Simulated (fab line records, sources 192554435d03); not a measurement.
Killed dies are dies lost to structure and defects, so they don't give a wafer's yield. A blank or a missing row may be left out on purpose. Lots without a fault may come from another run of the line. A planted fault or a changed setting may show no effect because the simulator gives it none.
Split-lot experiment | flow n5_finfet | 7 lots, 21 wafers read, on a route of 1938 steps

THE SPLIT
At N5_BEOL_M5_COAT_74 (time 60 s, resist thk 5 nm), the setting spin_rpm was moved away from the recipe's 1500 rpm on 11 of the 21 wafers read, by -3.4% to +9.2%. The other wafers ran this setting at the recipe's value.

FROM THE SPLIT TO THE READING: what the file shows between them, 7 steps
- N5_BEOL_M5_COAT_22: resist thk 30 nm (also split here: spin_rpm)
- N5_BEOL_M5_EBR_24
- N5_BEOL_M5_SOFTBAKE_23: time 60 s
- N5_BEOL_M5_EXPOSE_25: exposes mask V4, defocus 10 nm
- N5_BEOL_M5_PEB_26: peb time 60 s
- N5_BEOL_M5_DEVELOP_27: develop time 30 s
- N5_BEOL_M5_DESCUM_33: chemistry O2, time 7 s

THE READING
etch.depth_nm (the simulator's own value, which no gauge read), in nm, at N5_BEOL_M5_ETCH_75 (etches underlayer in N2/H2, target depth 6.5 nm, time 5.2 s). The file gives no usual value for it. The 10 wafers here that ran the recipe average 4.993 nm, standard deviation 0.0068 nm.

wafer  | tool, chamber at the split | spin_rpm as run, rpm | against the recipe | etch.depth_nm, nm | against lot-mates on the recipe
L078.3 | litho_track-03, 0          | 1500                 | recipe             | 4.991             | -
L078.4 | litho_track-03, 0          | 1638                 | +9.2%              | 4.776             | -0.221
L078.5 | litho_track-03, 0          | 1500                 | recipe             | 5.004             | -
L081.2 | litho_track-02, 0          | 1630                 | +8.7%              | 4.815             | -0.185
L081.4 | litho_track-02, 0          | 1630                 | +8.7%              | 4.815             | -0.185
L081.3 | litho_track-02, 0          | 1500                 | recipe             | 5                 | -
L083.2 | litho_track-02, 0          | 1449                 | -3.4%              | 5.094             | +0.099
L083.3 | litho_track-02, 0          | 1500                 | recipe             | 4.995             | -
L083.5 | litho_track-02, 0          | 1449                 | -3.4%              | 5.076             | +0.081
L087.3 | litho_track-03, 0          | 1631                 | +8.7%              | 4.798             | no lot-mate on the recipe
L087.4 | litho_track-03, 0          | 1631                 | +8.7%              | 4.785             | no lot-mate on the recipe
L087.5 | litho_track-03, 0          | 1631                 | +8.7%              | 4.789             | no lot-mate on the recipe
L092.1 | litho_track-05, 0          | 1500                 | recipe             | 4.987             | -
L092.3 | litho_track-05, 0          | 1500                 | recipe             | 4.984             | -
L092.4 | litho_track-05, 0          | 1500                 | recipe             | 4.982             | -
L096.2 | litho_track-05, 0          | 1500                 | recipe             | 4.995             | -
L096.5 | litho_track-05, 0          | 1500                 | recipe             | 4.999             | -
L096.6 | litho_track-05, 0          | 1500                 | recipe             | 4.994             | -
L097.1 | litho_track-03, 0          | 1595                 | +6.3%              | 4.836             | no lot-mate on the recipe
L097.2 | litho_track-03, 0          | 1595                 | +6.3%              | 4.842             | no lot-mate on the recipe
L097.6 | litho_track-03, 0          | 1595                 | +6.3%              | 4.839             | no lot-mate on the recipe

THE FIT
A straight line over all 21 wafers: etch.depth_nm changes by -0.0232 nm for each +1% of spin_rpm; r = -1.00; the points scatter about the line by 0.011 nm.
The same after taking each lot's own level away (the mean of its wafers on the recipe; 15 wafers): -0.0229 nm for each +1%; r = -1.00; scatter 0.0085 nm.
On that fit, the largest move of spin_rpm shifts the reading by 0.21 nm.
The lots' own levels span 4.9843 to 5.0000 nm, that is 2.3 times the standard deviation above.
So the lot-to-lot level changes the slope little: the two slopes agree.
Check: with one of the wafers moved furthest among these (+9.2%) left out of the fit, the line predicts -0.201 nm for it against its lot-mates. It came out at -0.221 nm against them.

OTHER SPLITS ON THESE WAFERS
These wafers also went through other splits before the reading. Each is held against what the fit with the lots' levels taken away leaves over:
other split on the same wafers     | wafers away from the commonest value | r with etch.depth_nm (lot level and that fit taken away)
N5_BEOL_M4_TRENCH_ETCH_37 source_w | 8                                    | -0.16
N5_BEOL_M5_COAT_22 spin_rpm        | 10                                   | -0.40

THE FILE'S OWN FIT
etch.depth_nm changes by -0.023 nm for each +1% of spin_rpm, r = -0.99.
